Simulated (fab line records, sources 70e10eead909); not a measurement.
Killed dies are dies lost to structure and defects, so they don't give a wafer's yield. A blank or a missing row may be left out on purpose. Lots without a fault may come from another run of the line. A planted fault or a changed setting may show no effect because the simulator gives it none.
Which tool did it? | flow nand_harc | 7 lots, 20 wafers sampled, at 1 step of a route of 1302

WHAT THE GAUGES READ, wafer by wafer
NHARC_A_SLIT_CD_MEAS_21.
lot  | measured     | on        | cd_nm (nm)
L893 | day 21 02:30 | cd_sem-02 | 289.6 290.0 290.9
L896 | day 22 04:14 | cd_sem-02 | 287.8 288.2 287.6
L897 | day 22 12:26 | cd_sem-03 | 288.4 288.9 287.9
L899 | day 23 13:12 | cd_sem-03 | 290.5 290.1 289.6
L902 | day 24 11:52 | cd_sem-02 | 289.8 289.9
L905 | day 25 21:25 | cd_sem-03 | 288.1 289.3 288.9
L914 | day 29 07:47 | cd_sem-01 | 289.5 289.0 289.0

WHICH TOOL RAN EACH LOT (tool, then ch and the chambers of the sampled wafers, then the start)
The record holds no process step before these readings.

THE ANSWER, worked out from the rows above alone
Rule: what is usual is taken from the lots themselves. Put in order of their means at a reading, lots are off if they are a third of the lots or fewer, leave a main group of 4 or more, and stand apart from it by a gap of 3 or more times the standard deviation of the main group's means; of several such gaps the widest counts. A main group whose means are all the same, to the digits that the tables above print for the reading, isn't used. A lot without any number at a reading at which 4 lots or more have one is off too. The other lots that the step has rows for count as sound.
No lot is off at any reading shown: from this, nothing can be told.

WHAT THE SIMULATOR HAD PUT IN
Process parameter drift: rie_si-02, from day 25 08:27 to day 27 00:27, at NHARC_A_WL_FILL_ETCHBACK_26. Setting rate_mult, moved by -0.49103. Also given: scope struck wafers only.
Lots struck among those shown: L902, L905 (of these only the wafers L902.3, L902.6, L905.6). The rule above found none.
